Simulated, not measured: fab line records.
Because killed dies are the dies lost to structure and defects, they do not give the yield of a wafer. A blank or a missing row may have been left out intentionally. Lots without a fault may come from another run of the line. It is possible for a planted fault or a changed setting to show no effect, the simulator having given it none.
Split-lot study -- flow n5Finfet -- 21 wafers read across 7 lots, on a route 1938 steps long

## ABOUT THE SPLIT
At N5_BEOL_M5_EXPOSE_25 (exposes mask V4, defocus 10 nm), the setting doseMj was moved away from the recipe's 52.75 on 7 of the 21 wafers read, by -6.7% to +6.9%. All remaining wafers had this setting at the recipe value.

## FROM THE SPLIT TO THE READING: what the file shows between them, 2 steps
- N5_BEOL_M5_PEB_26: peb time 60 s
- N5_BEOL_M5_DEVELOP_27: develop time 30 s

## THE READING
cdNm, in nm, at N5_BEOL_M5_CD_MEAS_28 (target cd 30.6 nm, target cd y 20 nm). On this fab line, fault-free wafers typically give 30.50 nm with a standard deviation of 0.26 nm.

wafer,"tool, chamber at the split",doseMj as run,against the recipe,"cdNm, nm",against lot-mates on the recipe
L075.1,"euvScanner-02, 0",49.2,-6.7%,28.78,-1.87
L075.2,"euvScanner-02, 0",49.2,-6.7%,28.97,-1.68
L075.4,"euvScanner-02, 0",52.75,recipe,30.65,-
L080.3,"euvScanner-01, 0",52.75,recipe,30.40,-
L080.5,"euvScanner-01, 0",52.75,recipe,30.55,-
L080.6,"euvScanner-01, 0",52.75,recipe,30.40,-
L082.1,"euvScanner-01, 0",52.75,recipe,30.32,-
L082.3,"euvScanner-01, 0",56.01,+6.2%,31.83,+1.30
L082.4,"euvScanner-01, 0",52.75,recipe,30.73,-
L084.2,"euvScanner-01, 0",56.41,+6.9%,32.02,+1.38
L084.3,"euvScanner-01, 0",56.41,+6.9%,31.76,+1.12
L084.4,"euvScanner-01, 0",52.75,recipe,30.64,-
L091.1,"euvScanner-01, 0",52.75,recipe,30.47,-
L091.3,"euvScanner-01, 0",52.75,recipe,30.68,-
L091.6,"euvScanner-01, 0",52.75,recipe,30.61,-
L092.1,"euvScanner-01, 0",50.08,-5.1%,29.24,-1.40
L092.5,"euvScanner-01, 0",50.08,-5.1%,29.20,-1.44
L092.6,"euvScanner-01, 0",52.75,recipe,30.64,-
L095.3,"euvScanner-02, 0",52.75,recipe,30.62,-
L095.4,"euvScanner-02, 0",52.75,recipe,30.43,-
L095.6,"euvScanner-02, 0",52.75,recipe,30.44,-

THE FIT
A straight line over all 21 wafers: cdNm changes by +0.225 nm for each +1% of doseMj; r = +0.99; the points scatter about the line by 0.15 nm.
The same after taking each lot's own level away (the mean of its wafers on the recipe; 21 wafers): +0.229 nm for each +1%; r = +0.98; scatter 0.17 nm.
That fit puts the effect of the largest move of doseMj on the reading at 1.6 nm.
From 30.450 to 30.650 nm: that is the span of the lots' own levels, equal to 0.8 times the standard deviation above.
Hence the lot-to-lot level has little effect on the slope; both slopes agree.
Check: for one of the wafers moved furthest among these (+6.9%), held out of the fit, the line's prediction against its lot-mates is +1.55 nm. It came out at +1.38 nm against them.

## THE OTHER SPLITS THESE WAFERS WENT THROUGH
Note: prior to the reading, these wafers also went through further splits. Each is held against what the fit with the lots' levels taken away leaves over:
other split on the same wafers,wafers away from the commonest value,r with cdNm (lot level and that fit taken away)
N5_BEOL_M3_EXPOSE_25 doseMj,4,+0.04
N5_BEOL_M3_DEP_57 timeS,6,-0.06

## THE WHOLE CHAIN: every reading that the file lists as answering this split, in the file's order
step,what it does,reading,change (the file's fit),r (the file's)
N5_BEOL_M5_CD_MEAS_28,"target cd 30.6 nm, target cd y 20 nm",cdNm,+0.228 nm for each +1% of the setting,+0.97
N5_BEOL_M5_ETCH_75,"etches underlayer in N2/H2, target depth 6.5 nm, time 5.2 s","BEOL_M5.cdNm (the simulator's own value, which no gauge read)",+0.204 nm for each +1% of the setting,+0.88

## FILE'S OWN FIT
cdNm changes by +0.228 nm for each +1% of doseMj, r = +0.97.
